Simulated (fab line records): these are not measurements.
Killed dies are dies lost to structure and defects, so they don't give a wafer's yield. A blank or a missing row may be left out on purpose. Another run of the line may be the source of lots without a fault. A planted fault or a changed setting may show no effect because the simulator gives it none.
fab line records	flow nandHarc
record: lots: 6	wafers: 18	lastDay: 34
route steps=1302 shown A_ONON_D1@434
lots untouched by any fault: they come from a run of this same line in which no faults occurred
startH: start of the lot's first displayed wafer, in hours after the record's first day	waitH: how many hours have passed since the lot's step before this one	" as in the row above	L1.1+2: several wafers, shown together as one row	- no value present, or no start provided	* or withheld: withheld	< > ~ a bound
route shown NAME@n: names a module that has steps shown in the file, with the first one's number in the route	usual: mean/standard deviation taken from wafers without a fault	same: alike in all rows	chamber/n: place in a boat	sites: the reading at each site	_std_site: standard deviation of those values	_edge_site: mean of outer sites minus mean of inner sites	radiusMm: for every site, how far away it sits from the centre of the wafer	mask NAME#n: copy n	behind: the most recent tool/chamber to have shaped the wafer	hold: the reason the lot was held/the length of the hold in hours/how it ended	device: names the non-switching transistor (n, p or np)	end of line: at the end of the route, the tests of the same wafers	for a step that has no rows: nothing shown but its recipe	killed: not the wafer's yield, but the dies lost to structure and defects at the first sort	map: a wafer's dies, marking killed ones x, the rest . and places with no die _
set.NAME: the setting as run; set.NAME@STEP: as run at that earlier step	model.NAME: the simulator's own value behind a step, which no gauge read
lots seen at some steps along the route; tables by step, rows by wafer
services: when a tool's chamber went out of use (startH, in hours from the record's first day, below 0 if earlier), for how many hours, and the reason
== steps ==
step: NHARC_A_ONON_D1_ANNEAL_15
recipe: tempC: 750	timeS: 3600
step: NHARC_A_ONON_D1_DEP_16
recipe: targetThkA: 10000	n2FlowSccm: 2750	n2oFlowSccm: 2000	nh3FlowSccm: 500	sih4FlowSccm: 210	tempC: 400
step: NHARC_A_ONON_D1_THK_MEAS_18
recipe: thkMeasGauge: ellipsometry
usual: thkNm: 1001/11
lot.wafer	tool	chamber	startH	waitH	thkNm
L121.2	filmMetro-02	-	203.96	-	1024
L121.3	"	-	"	"	1022
L121.6	"	-	"	"	1022
L127.3	filmMetro-02	-	268.46	-	992
L127.4	"	-	"	"	993
L127.5	"	-	"	"	993
L128.1	filmMetro-01	-	277.84	-	999
L128.5	"	-	"	"	1000
L128.6	"	-	"	"	997
L136.4	filmMetro-01	-	356.64	-	991
L136.5	"	-	"	"	990
L136.6	"	-	"	"	992
L137.2	filmMetro-01	-	363.77	-	1021
L137.3	"	-	"	"	1017
L137.5	"	-	"	"	1019
L141.1	filmMetro-02	-	399.87	-	999
L141.2	"	-	"	"	1001
L141.3	"	-	"	"	999
step: NHARC_A_ONON_D1_DEP_19
recipe: targetThkA: 10000	n2FlowSccm: 2750	n2oFlowSccm: 2000	nh3FlowSccm: 500	sih4FlowSccm: 210	tempC: 400
step: NHARC_A_ONON_D1_THK_MEAS_21
recipe: thkMeasGauge: ellipsometry
usual: thkNm: 998/9.5
lot.wafer	tool	chamber	startH	waitH	thkNm
L121.2	filmMetro-02	-	204.53	-	982
L121.3	"	-	"	"	981
L121.6	"	-	"	"	980
L127.3	filmMetro-01	-	269.03	-	1019
L127.4	"	-	"	"	1017
L127.5	"	-	"	"	1017
L128.1	filmMetro-02	-	278.41	-	997
L128.5	"	-	"	"	995
L128.6	"	-	"	"	997
L136.4	filmMetro-02	-	357.20	-	1000
L136.5	"	-	"	"	1001
L136.6	"	-	"	"	1001
L137.2	filmMetro-02	-	364.34	-	991
L137.3	"	-	"	"	994
L137.5	"	-	"	"	991
L141.1	filmMetro-01	-	400.44	-	1002
L141.2	"	-	"	"	1001
L141.3	"	-	"	"	1002
step: NHARC_A_ONON_D1_DEP_22
recipe: targetThkA: 10000	n2FlowSccm: 2750	n2oFlowSccm: 2000	nh3FlowSccm: 500	sih4FlowSccm: 210	tempC: 400
step: NHARC_A_ONON_D1_THK_MEAS_24
recipe: thkMeasGauge: ellipsometry
usual: thkNm: 1000/12
lot.wafer	tool	chamber	startH	waitH	thkNm
L121.2	filmMetro-02	-	205.10	-	1006
L121.3	"	-	"	"	1004
L121.6	"	-	"	"	1006
L127.3	filmMetro-02	-	269.60	-	1012
L127.4	"	-	"	"	1010
L127.5	"	-	"	"	1011
L128.1	filmMetro-01	-	278.98	-	1000
L128.5	"	-	"	"	1000
L128.6	"	-	"	"	998
L136.4	filmMetro-01	-	357.77	-	1018
L136.5	"	-	"	"	1020
L136.6	"	-	"	"	1019
L137.2	filmMetro-02	-	364.91	-	981
L137.3	"	-	"	"	979
L137.5	"	-	"	"	982
L141.1	filmMetro-02	-	401.00	-	1007
L141.2	"	-	"	"	1008
L141.3	"	-	"	"	1008
step: NHARC_A_ONON_D1_DEP_25
recipe: targetThkA: 10000	n2FlowSccm: 2750	n2oFlowSccm: 2000	nh3FlowSccm: 500	sih4FlowSccm: 210	tempC: 400
step: NHARC_A_ONON_D1_THK_MEAS_27
recipe: thkMeasGauge: ellipsometry
usual: thkNm: 997/9.9
lot.wafer	tool	chamber	startH	waitH	thkNm
L121.2	filmMetro-02	-	205.67	-	996
L121.3	"	-	"	"	995
L121.6	"	-	"	"	998
L127.3	filmMetro-02	-	270.19	-	981
L127.4	"	-	"	"	981
L127.5	"	-	"	"	982
L128.1	filmMetro-02	-	279.54	-	998
L128.5	"	-	"	"	1001
L128.6	"	-	"	"	1001
L136.4	filmMetro-02	-	358.33	-	1001
L136.5	"	-	"	"	1000
L136.6	"	-	"	"	1001
L137.2	filmMetro-01	-	365.49	-	991
L137.3	"	-	"	"	991
L137.5	"	-	"	"	991
L141.1	filmMetro-01	-	401.57	-	1003
L141.2	"	-	"	"	1004
L141.3	"	-	"	"	1004
step: NHARC_A_ONON_D1_DEP_28
recipe: targetThkA: 10000	n2FlowSccm: 2750	n2oFlowSccm: 2000	nh3FlowSccm: 500	sih4FlowSccm: 210	tempC: 400
step: NHARC_A_ONON_D1_THK_MEAS_30
recipe: thkMeasGauge: ellipsometry
usual: thkNm: 1002/8.3
lot.wafer	tool	chamber	startH	waitH	thkNm
L121.2	filmMetro-01	-	206.23	-	1001
L121.3	"	-	"	"	1000
L121.6	"	-	"	"	1000
L127.3	filmMetro-01	-	270.75	-	1015
L127.4	"	-	"	"	1013
L127.5	"	-	"	"	1013
L128.1	filmMetro-02	-	280.10	-	1000
L128.5	"	-	"	"	1001
L128.6	"	-	"	"	1000
L136.4	filmMetro-02	-	358.89	-	1001
L136.5	"	-	"	"	1000
L136.6	"	-	"	"	999
L137.2	filmMetro-01	-	366.05	-	1003
L137.3	"	-	"	"	1000
L137.5	"	-	"	"	1000
L141.1	filmMetro-01	-	402.13	-	988
L141.2	"	-	"	"	989
L141.3	"	-	"	"	990
step: NHARC_A_ONON_D1_DEP_33
recipe: targetThkA: 2000	tempC: 400	pressureTorr: 6.5	rfW: 900	teosFlowSccm: 161.4	flowSccm: 2650	targetThkNm: 200	gas: O2	material: SiO2
usual: heaterPowerW: 534/120	mfcPrecursorSccm: 161.4/0.49	rfFwdPowerW: 898/3	showerheadVppV: 1902/66	throttleValvePct: 15.9/0.48
lot.wafer	tool	chamber	startH	waitH	heaterPowerW	mfcPrecursorSccm	rfFwdPowerW	showerheadVppV	throttleValvePct
L121.3	pecvd-04	1	206.46	0.2	845	162.3	896	1887	16.2
L121.2	"	2	"	"	497	161.0	897	1904	16.3
L121.6	"	0	"	"	404	161.1	898	1948	16.4
L127.3	pecvd-01	2	270.90	0.1	569	161.1	895	1918	15.7
L127.5	"	0	"	"	425	161.1	1259	2251	15.8
L127.4	"	1	"	"	563	162.7	897	1787	14.9
L128.1	pecvd-01	2	280.25	0.1	545	161.2	898	1918	15.6
L128.5	"	0	"	"	381	161.5	1264	2306	16.0
L128.6	"	1	"	"	578	161.1	903	1779	15.1
L136.6	pecvd-02	0	359.08	0.2	505	161.1	894	1836	15.9
L136.5	"	1	"	"	622	161.9	899	1984	16.4
L136.4	"	2	"	"	542	160.7	899	1856	15.2
L137.3	pecvd-04	2	366.15	0.1	417	161.1	894	1928	16.1
L137.2	"	0	"	"	403	161.6	900	1962	16.5
L137.5	"	2	"	"	416	161.3	892	1931	16.2
L141.3	pecvd-01	2	402.19	0.1	477	162.0	897	1944	15.5
L141.1	"	0	"	"	484	162.1	893	1914	15.8
L141.2	"	1	"	"	461	160.8	899	1800	15.1
step: NHARC_A_ONON_D1_THK_MEAS_34
recipe: thkMeasGauge: ellipsometry
usual: thkNm: 200.4/2.7
lot.wafer	tool	chamber	startH	waitH	thkNm
L121.2	filmMetro-02	-	206.88	-	198.3
L121.3	"	-	"	"	202.1
L121.6	"	-	"	"	204.2
L127.3	filmMetro-01	-	271.23	-	200.8
L127.4	"	-	"	"	204.8
L127.5	"	-	"	"	219.9
L128.1	filmMetro-02	-	280.57	-	202.6
L128.5	"	-	"	"	221.3
L128.6	"	-	"	"	204.0
L136.4	filmMetro-02	-	359.36	-	201.6
L136.5	"	-	"	"	194.8
L136.6	"	-	"	"	199.0
L137.2	filmMetro-01	-	366.52	-	197.7
L137.3	"	-	"	"	197.7
L137.5	"	-	"	"	201.0
L141.1	filmMetro-01	-	402.60	-	200.0
L141.2	"	-	"	"	200.7
L141.3	"	-	"	"	195.5
== services ==
tool	chamber	startH	hours	kind
pecvd-01	0	196.46	4.7	repair
pecvd-02	-	227.00	13.0	pm
pecvd-02	0	227.00	13.0	ventCycle
pecvd-01	1	228.33	4.8	repair
pecvd-02	0	243.45	3.8	repair
pecvd-04	-	269.21	13.0	pm
pecvd-04	0	269.21	13.0	ventCycle
pecvd-04	1	269.21	13.0	ventCycle
pecvd-04	2	269.21	13.0	ventCycle
pecvd-04	0	282.21	-	clean
pecvd-04	1	282.21	-	clean
pecvd-04	2	282.21	-	clean
pecvd-01	-	311.00	13.0	pm
pecvd-01	0	311.00	13.0	ventCycle
pecvd-01	1	311.00	13.0	ventCycle
pecvd-01	2	311.00	13.0	ventCycle
pecvd-01	0	324.00	-	clean
pecvd-01	1	324.00	-	clean
pecvd-01	2	324.00	-	clean
pecvd-04	1	335.67	6.0	repair
pecvd-02	-	348.97	2.1	repair
pecvd-04	0	349.79	13.8	repair
pecvd-04	-	351.35	3.0	repair
pecvd-01	-	372.79	1.0	repair
== key ==
firstSign: step: NHARC_A_ONON_D1_DEP_33	reading: rfFwdPowerW	direction: up	sigmas: 99+	usual: *	struck: *
effect: step: NHARC_A_ONON_D1_DEP_33	reading: showerheadVppV	direction: up	sigmas: 5.7	usual: 1902	struck: 2279
effect: step: NHARC_A_ONON_D1_THK_MEAS_34	reading: thkNm	direction: up	sigmas: 7.4	usual: 200.4	struck: 220.6
metAt NHARC_A_ONON_D1_DEP_33
struckWafers L127.5,L128.5
testerLeftOut L127,L128
fault: kind: processParameterDrift	tool: pecvd-01	chamber: 0	onsetH: 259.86	steps: NHARC_A_ONON_D1_DEP_33	channel: rfW	offset: *	shape: step	endH: 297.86	actsIn: *	stated: *
testerLeftOut: of these lots the tester's yield and bins aren't shown, on N5 and GAA mostly nor the transistor test; their killed dies are dies lost to structure and defects alone, not to doping, threshold or leakage, so they don't give the yield
